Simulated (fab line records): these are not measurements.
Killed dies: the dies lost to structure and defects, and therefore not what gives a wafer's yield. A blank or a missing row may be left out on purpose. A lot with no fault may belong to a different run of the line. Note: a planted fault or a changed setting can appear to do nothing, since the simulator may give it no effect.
fab line records	flow n5Finfet
record: lots: 24	wafers: 72	lastDay: 18
route steps=1938 shown BEOL_M14@1717 BEOL_M15@1785
lots with no fault: from the same line, run without faults
startH: hours from the record's opening day to when the first of the lot's shown wafers began	waitH: time in hours since the lot's previous step	" unchanged from the row above	L1.1+2: a single row standing in for several wafers	- value missing, or start not given	* or withheld: withheld	< > ~ a bound
route shown NAME@n: names a module that has steps shown in the file, with the first one's number in the route	usual: average and standard deviation across the fault-free wafers	same: alike in all rows	chamber/n: place in a boat	sites: per-site readings	_std_site: the standard deviation of these	_edge_site: inner sites' mean taken away from outer sites' mean	radiusMm: how far each site lies from the wafer's centre	mask NAME#n: copy n	behind: the tool/chamber that last shaped the wafer	hold: reason for holding the lot/hours on hold/outcome of the hold	device: the n, p or np transistor that did not switch	end of line: the same wafers' tests at the end of the route	step lacking rows: just its recipe	killed: at the first sort, the dies lost to defects and structure; wafer yield is something else	map: shows each die of a wafer: x if killed, . if not, _ if none is there
set.NAME: the setting that was run; set.NAME@STEP: the one run at that earlier step	model.NAME: the simulator's own value behind a step, which no gauge read
the route's steps for a sample of lots (tables are steps, rows are wafers)
services: a tool's chamber out of use, with start hour (startH, from the record's first day; less than 0 if before it), hours out, and reason
== steps ==
step: N5_BEOL_M14_THK_MEAS_01
recipe: reads: SiO2_of_BEOL_M14_ILD_DEP_00
usual: M14_ILD_THK: 1116/18
lot.wafer	tool	chamber	startH	waitH	M14_ILD_THK[nm]
L074.4	filmMetro-02	-	248.49	0.0	1144
L074.5	"	-	"	"	1133
L074.6	"	-	"	"	1148
L075.2	filmMetro-02	-	255.02	0.1	1133
L075.4	"	-	"	"	1158
L075.6	"	-	"	"	1113
L077.1	filmMetro-02	-	264.39	0.1	1084
L077.2	"	-	"	"	1089
L077.5	"	-	"	"	1098
L076.2	filmMetro-02	-	265.45	0.1	1110
L076.3	"	-	"	"	1132
L076.5	"	-	"	"	1126
L079.3	filmMetro-01	-	289.48	0.1	1115
L079.4	"	-	"	"	1119
L079.5	"	-	"	"	1146
L078.2	filmMetro-01	-	294.17	0.1	1134
L078.5	"	-	"	"	1111
L078.6	"	-	"	"	1142
L082.1	filmMetro-02	-	294.71	0.1	1075
L082.3	"	-	"	"	1117
L082.5	"	-	"	"	1121
L080.2	filmMetro-01	-	301.42	0.1	1102
L080.5	"	-	"	"	1127
L080.6	"	-	"	"	1116
L081.2	filmMetro-01	-	308.92	0.1	1101
L081.4	"	-	"	"	1105
L081.5	"	-	"	"	1138
L085.1	filmMetro-01	-	315.83	0.1	1095
L085.2	"	-	"	"	1095
L085.6	"	-	"	"	1118
L083.1	filmMetro-02	-	318.01	0.1	1099
L083.3	"	-	"	"	1105
L083.4	"	-	"	"	1109
L087.3	filmMetro-01	-	327.22	0.1	1116
L087.4	"	-	"	"	1093
L087.5	"	-	"	"	1113
L086.3	filmMetro-02	-	329.79	0.1	1124
L086.4	"	-	"	"	1132
L086.5	"	-	"	"	1139
L084.2	filmMetro-02	-	331.27	0.1	1116
L084.4	"	-	"	"	1121
L084.6	"	-	"	"	1124
L088.2	filmMetro-01	-	333.18	0.1	1102
L088.4	"	-	"	"	1113
L088.5	"	-	"	"	1127
L089.2	filmMetro-01	-	336.97	0.1	1117
L089.3	"	-	"	"	1139
L089.5	"	-	"	"	1140
L090.3	filmMetro-01	-	356.35	0.1	1110
L090.4	"	-	"	"	1115
L090.5	"	-	"	"	1136
L091.1	filmMetro-02	-	361.82	0.1	1119
L091.2	"	-	"	"	1131
L091.3	"	-	"	"	1107
L092.1	filmMetro-02	-	362.59	0.1	1102
L092.2	"	-	"	"	1113
L092.3	"	-	"	"	1101
L093.2	filmMetro-01	-	373.02	0.1	1104
L093.3	"	-	"	"	1126
L093.4	"	-	"	"	1104
L094.1	filmMetro-01	-	380.54	0.1	1111
L094.5	"	-	"	"	1126
L094.6	"	-	"	"	1135
L097.2	filmMetro-02	-	391.40	0.1	1149
L097.4	"	-	"	"	1133
L097.5	"	-	"	"	1130
L095.2	filmMetro-01	-	394.57	0.2	1087
L095.3	"	-	"	"	1118
L095.4	"	-	"	"	1098
L096.1	filmMetro-01	-	397.11	0.2	1080
L096.2	"	-	"	"	1091
L096.4	"	-	"	"	1103
step: N5_BEOL_M14_CD_MEAS_10
recipe: targetCdNm: 250	landingEnergyEv: 500	detector: seInlens	polarity: opening
usual: cdNm: 250.2/1.4
lot.wafer	tool	chamber	startH	waitH	cdNm
L074.4	cdSem-03	0	248.92	-	249.7
L074.5	"	0	"	"	248.8
L074.6	"	0	"	"	250.0
L075.2	cdSem-01	0	255.33	-	248.5
L075.4	"	0	"	"	250.0
L075.6	"	0	"	"	249.3
L077.1	cdSem-03	0	264.82	-	249.9
L077.2	"	0	"	"	250.3
L077.5	"	0	"	"	249.6
L076.2	cdSem-02	0	265.76	-	248.7
L076.3	"	0	"	"	249.6
L076.5	"	0	"	"	250.6
L079.3	cdSem-03	0	289.79	-	250.7
L079.4	"	0	"	"	250.3
L079.5	"	0	"	"	251.9
L078.2	cdSem-01	0	294.48	-	249.5
L078.5	"	0	"	"	250.4
L078.6	"	0	"	"	249.8
L082.1	cdSem-01	0	295.02	-	248.8
L082.3	"	0	"	"	251.8
L082.5	"	0	"	"	251.4
L080.2	cdSem-02	0	301.73	-	248.7
L080.5	"	0	"	"	250.1
L080.6	"	0	"	"	251.3
L081.2	cdSem-02	0	309.22	-	248.8
L081.4	"	0	"	"	248.3
L081.5	"	0	"	"	249.9
L085.1	cdSem-02	0	316.13	-	252.8
L085.2	"	0	"	"	253.2
L085.6	"	0	"	"	253.9
L083.1	cdSem-02	0	318.32	-	251.4
L083.3	"	0	"	"	249.6
L083.4	"	0	"	"	251.5
L087.3	cdSem-01	0	327.53	-	251.1
L087.4	"	0	"	"	248.8
L087.5	"	0	"	"	250.2
L086.3	cdSem-03	0	330.23	-	250.2
L086.4	"	0	"	"	251.5
L086.5	"	0	"	"	251.9
L084.2	cdSem-03	0	331.57	-	253.5
L084.4	"	0	"	"	251.3
L084.6	"	0	"	"	250.6
L088.2	cdSem-01	0	333.61	-	249.5
L088.4	"	0	"	"	251.1
L088.5	"	0	"	"	249.7
L089.2	cdSem-02	0	337.40	-	251.0
L089.3	"	0	"	"	248.5
L089.5	"	0	"	"	248.8
L090.3	cdSem-01	0	356.78	-	247.9
L090.4	"	0	"	"	248.2
L090.5	"	0	"	"	248.3
L091.1	cdSem-01	0	362.25	-	250.5
L091.2	"	0	"	"	248.4
L091.3	"	0	"	"	251.4
L092.1	cdSem-03	0	363.03	-	247.3
L092.2	"	0	"	"	250.7
L092.3	"	0	"	"	250.7
L093.2	cdSem-02	0	373.45	-	250.6
L093.3	"	0	"	"	247.5
L093.4	"	0	"	"	248.9
L094.1	cdSem-02	0	380.84	-	250.4
L094.5	"	0	"	"	249.7
L094.6	"	0	"	"	250.7
L097.2	cdSem-01	0	391.71	-	251.0
L097.4	"	0	"	"	249.9
L097.5	"	0	"	"	250.1
L095.2	cdSem-01	0	395.00	-	251.6
L095.3	"	0	"	"	247.7
L095.4	"	0	"	"	248.5
L096.1	cdSem-01	0	397.42	-	249.3
L096.2	"	0	"	"	250.7
L096.4	"	0	"	"	250.8
step: N5_BEOL_M14_STRIP_64
recipe: chemistry: O2	powerW: 600	tempC: 60	pressureMtorr: 30	rfFrequencyHz: 6e+07	biasPowerW: 0	overashFraction: 0.3	o2FlowSccm: 225
usual: drypumpMotorCurrentA: 5.6/0.56	oesProductAu: 0.76/0.047	rfVppV: 3.7/0.5	showerheadPlenumPTorr: 2.06/0.06	throttleValvePct: 16.74/0.2
same: overashFraction: 0.3
lot.wafer	tool	chamber	startH	waitH	drypumpMotorCurrentA	oesProductAu	rfHoursCounterH	rfVppV	showerheadPlenumPTorr	throttleValvePct
L074.4	rieDiel-06	2	-	-	5.4	0.78	121	3.7	2.01	16.63
L074.5	"	1	"	"	4.9	0.72	-	3.4	2.02	16.99
L074.6	"	2	"	"	5.4	0.78	-	3.2	2.01	16.61
L075.2	rieDiel-06	1	-	-	4.8	0.72	190	3.9	2.02	17.01
L075.4	"	3	"	"	6.6	0.76	115	3.9	2.12	16.85
L075.6	"	2	"	"	5.4	0.77	-	3.5	2.01	16.61
L077.1	rieDiel-03	2	-	-	5.6	0.84	60	4.0	2.13	16.30
L077.2	"	0	"	"	5.5	0.80	100	3.2	2.21	16.27
L077.5	"	0	"	"	5.5	0.80	-	4.6	2.21	16.28
L076.2	rieDiel-06	2	-	-	5.5	0.78	125	4.0	2.01	16.63
L076.3	"	0	"	"	6.2	0.83	66	3.4	2.03	16.69
L076.5	"	3	"	"	6.6	0.77	-	4.1	2.12	16.86
L079.3	rieDiel-06	2	-	-	5.4	0.77	133	3.4	2.01	16.66
L079.4	"	3	"	"	6.6	0.75	127	3.8	2.11	16.89
L079.5	"	2	"	"	5.4	0.77	-	3.5	2.01	16.66
L078.2	rieDiel-06	2	-	-	5.4	0.76	134	4.0	2.01	16.64
L078.5	"	2	"	"	5.4	0.76	-	4.0	2.01	16.63
L078.6	"	3	"	"	6.6	0.75	-	3.0	2.11	16.89
L082.1	rieDiel-02	2	-	-	5.1	0.83	69	4.0	2.03	16.83
L082.3	"	0	"	"	5.4	0.69	196	2.7	2.06	16.86
L082.5	"	1	"	"	5.1	0.81	-	3.2	2.03	16.70
L080.2	rieDiel-06	2	-	-	5.4	0.76	136	3.2	2.01	16.65
L080.5	"	0	"	"	6.3	0.82	-	3.6	2.02	16.71
L080.6	"	3	"	"	6.6	0.75	-	4.0	2.11	16.86
L081.2	rieDiel-06	1	-	-	4.8	0.70	207	3.9	2.02	17.02
L081.4	"	3	"	"	6.6	0.75	132	3.0	2.11	16.90
L081.5	"	3	"	"	6.6	0.75	-	3.1	2.11	16.88
L085.1	rieDiel-06	0	-	-	6.2	0.81	82	3.6	2.02	16.72
L085.2	"	3	"	"	6.6	0.75	135	3.3	2.11	16.88
L085.6	"	3	"	"	6.6	0.75	-	4.4	2.11	16.90
L083.1	rieDiel-06	3	-	-	6.6	0.75	136	4.3	2.11	16.90
L083.3	"	2	"	"	5.4	0.76	142	3.5	2.00	16.65
L083.4	"	1	"	"	4.9	0.71	211	3.2	2.01	17.03
L087.3	rieDiel-03	3	-	-	6.0	0.72	181	3.8	2.08	16.49
L087.4	"	2	"	"	5.6	0.80	82	3.1	2.12	16.34
L087.5	"	0	"	"	5.5	0.78	-	4.0	2.20	16.32
L086.3	rieDiel-02	1	-	-	5.0	0.79	93	3.3	2.02	16.70
L086.4	"	2	"	"	5.1	0.81	82	4.1	2.03	16.87
L086.5	"	3	"	"	5.4	0.73	-	4.0	2.18	16.94
L084.2	rieDiel-02	1	-	-	5.1	0.79	94	4.0	2.02	16.71
L084.4	"	0	"	"	5.4	0.68	208	3.6	2.06	16.86
L084.6	"	1	"	"	5.1	0.79	-	3.2	2.02	16.69
L088.2	rieDiel-02	2	-	-	5.1	0.82	83	4.6	2.03	16.85
L088.4	"	3	"	"	5.4	0.73	199	4.0	2.18	16.93
L088.5	"	1	"	"	5.0	0.78	-	3.5	2.02	16.68
L089.2	rieDiel-02	0	-	-	5.4	0.68	210	3.9	2.06	16.86
L089.3	"	2	"	"	5.1	0.82	85	3.1	2.03	16.84
L089.5	"	1	"	"	5.0	0.79	-	4.3	2.02	16.70
L090.3	rieDiel-06	2	-	-	5.4	0.76	155	4.3	2.00	16.68
L090.4	"	3	"	"	6.6	0.74	147	4.1	2.11	16.92
L090.5	"	0	"	"	6.2	0.79	-	3.9	2.02	16.77
L091.1	rieDiel-03	3	-	-	6.0	0.71	194	3.1	2.07	16.51
L091.2	"	2	"	"	5.6	0.79	94	3.2	2.11	16.36
L091.3	"	1	"	"	6.1	0.81	105	2.9	2.12	16.53
L092.1	rieDiel-03	2	-	-	5.6	0.79	95	3.6	2.11	16.38
L092.2	"	3	"	"	6.0	0.72	194	3.9	2.07	16.49
L092.3	"	0	"	"	5.5	0.77	137	4.2	2.20	16.35
L093.2	rieDiel-03	1	-	-	6.1	0.80	109	3.8	2.12	16.54
L093.3	"	0	"	"	5.5	0.78	140	4.3	2.20	16.34
L093.4	"	3	"	"	6.0	0.71	197	4.5	2.07	16.52
L094.1	rieDiel-02	2	-	-	5.1	0.80	100	4.1	2.02	16.90
L094.5	"	0	"	"	5.4	0.67	-	4.0	2.05	16.89
L094.6	"	1	"	"	5.0	0.78	-	3.9	2.02	16.73
L097.2	rieDiel-02	2	-	-	5.1	0.80	105	3.6	2.02	16.89
L097.4	"	0	"	"	5.4	0.67	230	3.0	2.05	16.92
L097.5	"	1	"	"	5.0	0.77	-	4.8	2.01	16.76
L095.2	rieDiel-02	3	-	-	5.4	0.71	219	3.9	2.18	16.97
L095.3	"	0	"	"	5.4	0.66	232	3.9	2.05	16.92
L095.4	"	1	"	"	5.0	0.76	118	3.0	2.01	16.74
L096.1	rieDiel-06	0	-	-	6.2	0.78	110	3.4	2.01	16.77
L096.2	"	3	"	"	6.6	0.73	160	4.2	2.10	16.92
L096.4	"	2	"	"	5.4	0.74	166	3.4	1.99	16.70
step: N5_BEOL_M15_INSPECT_12
recipe: mode: adi	inspectInstrument: macro
usual: rawDefectCount: 1.8/1.3
lot.wafer	tool	chamber	startH	waitH	rawDefectCount
L074.4	defectInspect-02	-	255.16	0.0	2
L074.5	"	-	"	"	3
L074.6	"	-	"	"	3
L075.2	defectInspect-02	-	260.58	0.0	0
L075.4	"	-	"	"	2
L075.6	"	-	"	"	2
L077.1	defectInspect-02	-	270.09	0.0	3
L077.2	"	-	"	"	1
L077.5	"	-	"	"	2
L076.2	defectInspect-01	-	272.22	0.0	1
L076.3	"	-	"	"	1
L076.5	"	-	"	"	0
L079.3	defectInspect-01	-	294.57	0.0	5
L079.4	"	-	"	"	3
L079.5	"	-	"	"	2
L078.2	defectInspect-02	-	302.11	0.0	1
L078.5	"	-	"	"	0
L078.6	"	-	"	"	1
L082.1	defectInspect-02	-	302.78	0.0	0
L082.3	"	-	"	"	2
L082.5	"	-	"	"	3
L080.2	defectInspect-01	-	308.52	0.0	0
L080.5	"	-	"	"	4
L080.6	"	-	"	"	0
L081.2	defectInspect-01	-	317.49	0.0	3
L081.4	"	-	"	"	3
L081.5	"	-	"	"	1
L085.1	defectInspect-02	-	320.61	0.0	2
L085.2	"	-	"	"	4
L085.6	"	-	"	"	0
L083.1	defectInspect-01	-	327.02	0.0	2
L083.3	"	-	"	"	1
L083.4	"	-	"	"	4
L087.3	defectInspect-02	-	334.32	0.0	2
L087.4	"	-	"	"	0
L087.5	"	-	"	"	4
L086.3	defectInspect-02	-	335.19	0.0	3
L086.4	"	-	"	"	1
L086.5	"	-	"	"	0
L084.2	defectInspect-01	-	337.27	0.0	0
L084.4	"	-	"	"	0
L084.6	"	-	"	"	1
L088.2	defectInspect-02	-	337.82	0.0	2
L088.4	"	-	"	"	3
L088.5	"	-	"	"	2
L089.2	defectInspect-01	-	342.88	0.0	0
L089.3	"	-	"	"	3
L089.5	"	-	"	"	0
L090.3	defectInspect-01	-	362.21	0.0	0
L090.4	"	-	"	"	4
L090.5	"	-	"	"	1
L091.1	defectInspect-01	-	367.07	0.0	3
L091.2	"	-	"	"	4
L091.3	"	-	"	"	2
L092.1	defectInspect-02	-	368.59	0.0	2
L092.2	"	-	"	"	2
L092.3	"	-	"	"	2
L093.2	defectInspect-02	-	380.75	0.0	3
L093.3	"	-	"	"	4
L093.4	"	-	"	"	6
L094.1	defectInspect-02	-	385.99	0.0	4
L094.5	"	-	"	"	2
L094.6	"	-	"	"	3
L097.2	defectInspect-01	-	396.18	0.0	2
L097.4	"	-	"	"	1
L097.5	"	-	"	"	0
L095.2	defectInspect-02	-	399.74	0.0	0
L095.3	"	-	"	"	1
L095.4	"	-	"	"	2
L096.1	defectInspect-01	-	403.32	0.0	1
L096.2	"	-	"	"	3
L096.4	"	-	"	"	2
step: N5_BEOL_M15_DESCUM_15
recipe: chemistry: O2	timeS: 7.9	sourcePowerW: 50	biasPowerW: 20	pressureMtorr: 20	rfFrequencyHz: 2.712e+07	tempC: 40	o2FlowSccm: 225
usual: drypumpMotorCurrentA: 5.7/0.31	oesProductAu: 0.81/0.1	rfVppV: 242.9/1.2	showerheadPlenumPTorr: 2.08/0.051	throttleValvePct: 20.34/0.16
same: timeS: 7.9
lot.wafer	tool	chamber	startH	waitH	drypumpMotorCurrentA	oesProductAu	rfHoursCounterH	rfVppV	showerheadPlenumPTorr	throttleValvePct
L074.4	rieDiel-04	0	255.20	0.0	5.6	0.96	-	244.4	2.14	20.19
L074.5	"	3	"	"	5.9	0.93	-	244.9	2.13	20.17
L074.6	"	2	"	"	6.2	0.85	-	241.7	2.05	19.97
L075.2	rieDiel-04	0	260.62	0.0	5.6	0.96	9	244.5	2.14	20.20
L075.4	"	3	"	"	5.9	0.91	-	243.2	2.13	20.17
L075.6	"	2	"	"	6.2	0.85	-	244.3	2.05	19.97
L077.1	rieDiel-01	3	270.14	0.1	5.7	0.71	169	242.2	2.00	20.33
L077.2	"	0	"	"	5.3	0.80	91	242.7	2.11	20.40
L077.5	"	1	"	"	5.5	0.71	-	243.1	2.08	20.44
L076.2	rieDiel-05	1	272.25	0.0	5.2	0.73	172	242.6	2.10	20.27
L076.3	"	3	"	"	5.6	0.67	238	240.5	2.07	20.60
L076.5	"	2	"	"	5.8	0.70	-	243.1	2.07	20.48
L079.3	rieDiel-04	2	294.61	0.0	6.2	0.83	66	242.1	2.05	19.99
L079.4	"	1	"	"	6.3	1.01	1	243.7	2.14	20.27
L079.5	"	1	"	"	6.3	1.01	-	243.1	2.14	20.26
L078.2	rieDiel-01	2	302.39	0.3	5.4	0.97	2	241.0	2.06	20.49
L078.5	"	1	"	"	5.5	0.70	-	243.0	2.08	20.45
L078.6	"	2	"	"	5.4	0.97	-	241.8	2.06	20.50
L082.1	rieDiel-04	2	302.81	0.0	6.2	0.83	69	242.0	2.05	19.99
L082.3	"	0	"	"	5.7	0.91	27	244.2	2.14	20.22
L082.5	"	0	"	"	5.6	0.92	-	244.3	2.14	20.21
L080.2	rieDiel-01	2	309.40	0.9	5.4	0.95	5	242.4	2.06	20.49
L080.5	"	0	"	"	5.3	0.77	-	243.5	2.10	20.44
L080.6	"	1	"	"	5.5	0.70	-	243.8	2.08	20.46
L081.2	rieDiel-01	1	317.53	0.0	5.5	0.69	216	243.3	2.07	20.45
L081.4	"	0	"	"	5.3	0.77	109	244.3	2.10	20.43
L081.5	"	3	"	"	5.6	0.70	-	242.0	1.99	20.36
L085.1	rieDiel-01	0	320.64	0.0	5.3	0.77	111	242.5	2.10	20.43
L085.2	"	3	"	"	5.7	0.69	187	240.8	1.99	20.35
L085.6	"	0	"	"	5.3	0.78	-	243.2	2.10	20.42
L083.1	rieDiel-04	0	327.05	0.0	5.6	0.89	36	244.3	2.13	20.23
L083.3	"	2	"	"	6.2	0.82	77	241.6	2.04	20.00
L083.4	"	1	"	"	6.3	0.95	13	245.5	2.14	20.28
L087.3	rieDiel-01	3	334.36	0.0	5.7	0.69	192	241.3	1.99	20.37
L087.4	"	0	"	"	5.3	0.77	115	243.5	2.10	20.42
L087.5	"	1	"	"	5.5	0.70	-	241.3	2.07	20.45
L086.3	rieDiel-01	0	335.33	0.1	5.3	0.77	115	244.7	2.10	20.43
L086.4	"	2	"	"	5.4	0.92	15	241.3	2.05	20.50
L086.5	"	1	"	"	5.5	0.70	-	242.6	2.07	20.46
L084.2	rieDiel-04	0	337.30	0.0	5.6	0.88	40	245.9	2.13	20.24
L084.4	"	1	"	"	6.3	0.94	17	244.2	2.14	20.27
L084.6	"	1	"	"	6.3	0.94	-	243.6	2.14	20.27
L088.2	rieDiel-01	2	337.85	0.0	5.4	0.93	16	242.1	2.05	20.51
L088.4	"	3	"	"	5.7	0.69	193	241.9	1.99	20.39
L088.5	"	0	"	"	5.3	0.77	-	244.4	2.10	20.45
L089.2	rieDiel-04	3	342.92	0.0	5.9	0.86	46	243.2	2.12	20.22
L089.3	"	2	"	"	6.2	0.81	82	241.8	2.04	20.01
L089.5	"	1	"	"	6.3	0.94	-	244.0	2.14	20.29
L090.3	rieDiel-04	1	362.24	0.0	6.3	0.93	24	244.7	2.14	20.30
L090.4	"	3	"	"	5.9	0.85	52	243.7	2.11	20.21
L090.5	"	0	"	"	5.7	0.88	-	242.9	2.13	20.26
L091.1	rieDiel-01	1	367.11	0.0	5.5	0.69	233	243.3	2.07	20.49
L091.2	"	0	"	"	5.3	0.76	124	241.8	2.10	20.45
L091.3	"	2	"	"	5.4	0.91	26	243.7	2.05	20.52
L092.1	rieDiel-01	2	368.63	0.0	5.4	0.89	26	243.3	2.05	20.53
L092.2	"	0	"	"	5.3	0.75	125	242.2	2.10	20.46
L092.3	"	3	"	"	5.7	0.68	202	243.1	1.99	20.37
L093.2	rieDiel-05	0	380.90	0.1	5.4	0.82	79	244.4	2.21	20.48
L093.3	"	3	"	"	5.6	0.98	4	242.2	2.07	20.19
L093.4	"	1	"	"	5.2	0.69	204	242.5	2.09	20.31
L094.1	rieDiel-01	0	386.16	0.2	5.3	0.75	131	243.4	2.09	20.44
L094.5	"	2	"	"	5.4	0.90	-	243.2	2.05	20.53
L094.6	"	3	"	"	5.7	0.68	-	240.9	1.98	20.40
L097.2	rieDiel-01	0	396.21	0.0	5.3	0.75	133	242.6	2.09	20.46
L097.4	"	2	"	"	5.4	0.89	35	241.5	2.05	20.53
L097.5	"	2	"	"	5.4	0.88	-	240.9	2.05	20.56
L095.2	rieDiel-01	3	399.92	0.2	5.7	0.67	212	241.4	1.98	20.41
L095.3	"	2	"	"	5.4	0.88	37	241.7	2.05	20.55
L095.4	"	1	"	"	5.5	0.68	244	244.4	2.06	20.49
L096.1	rieDiel-05	1	403.36	0.0	5.2	0.69	211	241.1	2.08	20.32
L096.2	"	3	"	"	5.6	0.94	11	242.0	2.06	20.21
L096.4	"	0	"	"	5.3	0.82	86	243.5	2.21	20.48
step: N5_BEOL_M15_CD_MEAS_17
recipe: targetCdNm: 360	polarity: opening
usual: cdNm: 360.5/2.1
lot.wafer	tool	chamber	startH	waitH	cdNm
L074.4	cdSem-01	-	255.69	0.0	363.4
L074.5	"	-	"	"	361.7
L074.6	"	-	"	"	362.8
L075.2	cdSem-03	-	261.11	0.0	361.1
L075.4	"	-	"	"	360.1
L075.6	"	-	"	"	364.9
L077.1	cdSem-01	-	270.64	0.0	357.2
L077.2	"	-	"	"	357.0
L077.5	"	-	"	"	352.4
L076.2	cdSem-03	-	272.75	0.0	359.1
L076.3	"	-	"	"	358.9
L076.5	"	-	"	"	359.4
L079.3	cdSem-02	-	295.11	0.0	359.1
L079.4	"	-	"	"	359.3
L079.5	"	-	"	"	361.8
L078.2	cdSem-01	-	302.89	0.0	359.2
L078.5	"	-	"	"	356.9
L078.6	"	-	"	"	358.5
L082.1	cdSem-02	-	303.31	0.0	362.3
L082.3	"	-	"	"	360.1
L082.5	"	-	"	"	360.4
L080.2	cdSem-03	-	309.90	0.0	360.3
L080.5	"	-	"	"	361.1
L080.6	"	-	"	"	360.9
L081.2	cdSem-02	-	318.02	0.0	356.8
L081.4	"	-	"	"	361.0
L081.5	"	-	"	"	358.2
L085.1	cdSem-01	-	321.14	0.0	359.6
L085.2	"	-	"	"	360.7
L085.6	"	-	"	"	361.2
L083.1	cdSem-03	-	327.55	0.0	362.5
L083.3	"	-	"	"	365.8
L083.4	"	-	"	"	365.3
L087.3	cdSem-01	-	334.86	0.0	360.0
L087.4	"	-	"	"	361.0
L087.5	"	-	"	"	360.8
L086.3	cdSem-01	-	335.83	0.0	361.8
L086.4	"	-	"	"	361.7
L086.5	"	-	"	"	358.3
L084.2	cdSem-02	-	337.80	0.0	361.3
L084.4	"	-	"	"	362.7
L084.6	"	-	"	"	362.1
L088.2	cdSem-03	-	338.35	0.0	362.0
L088.4	"	-	"	"	364.1
L088.5	"	-	"	"	361.6
L089.2	cdSem-02	-	343.41	0.0	361.6
L089.3	"	-	"	"	360.0
L089.5	"	-	"	"	360.6
L090.3	cdSem-03	-	362.75	0.0	359.0
L090.4	"	-	"	"	359.7
L090.5	"	-	"	"	360.5
L091.1	cdSem-01	-	367.60	0.0	360.2
L091.2	"	-	"	"	362.4
L091.3	"	-	"	"	360.3
L092.1	cdSem-02	-	369.12	0.0	364.2
L092.2	"	-	"	"	361.5
L092.3	"	-	"	"	362.3
L093.2	cdSem-03	-	381.40	0.0	361.3
L093.3	"	-	"	"	360.2
L093.4	"	-	"	"	361.0
L094.1	cdSem-03	-	386.66	0.0	359.5
L094.5	"	-	"	"	361.0
L094.6	"	-	"	"	361.1
L097.2	cdSem-01	-	396.72	0.0	361.4
L097.4	"	-	"	"	361.1
L097.5	"	-	"	"	359.7
L095.2	cdSem-02	-	400.42	0.0	360.1
L095.3	"	-	"	"	360.9
L095.4	"	-	"	"	359.6
L096.1	cdSem-02	-	403.86	0.0	362.4
L096.2	"	-	"	"	359.3
L096.4	"	-	"	"	364.2
== services ==
tool	chamber	startH	hours	kind
rieDiel-01	3	226.04	5.8	repair
rieDiel-01	2	236.17	32.3	repair
rieDiel-01	-	236.82	0.8	repair
rieDiel-06	3	237.05	5.0	repair
rieDiel-04	1	253.83	13.9	repair
rieDiel-01	2	268.72	-	clean
rieDiel-01	2	268.72	-	consumableReplace:focusRing
rieDiel-01	2	268.72	27.5	scheduledDown
rieDiel-01	2	268.72	27.5	ventCycle
rieDiel-04	1	274.71	-	clean
rieDiel-04	1	274.71	-	consumableReplace:focusRing
rieDiel-04	1	274.71	15.4	scheduledDown
rieDiel-04	1	274.71	15.4	ventCycle
rieDiel-01	1	279.30	8.4	repair
rieDiel-01	3	286.15	4.1	repair
rieDiel-04	3	287.19	4.6	repair
rieDiel-05	-	295.90	14.6	pm
rieDiel-03	3	307.60	7.1	repair
rieDiel-05	2	318.19	-	clean
rieDiel-05	2	318.19	-	consumableReplace:focusRing
rieDiel-02	3	335.50	4.8	repair
rieDiel-06	2	362.62	4.0	repair
rieDiel-03	0	379.04	8.9	repair
rieDiel-04	-	382.56	2.8	pm
== key ==
fault none
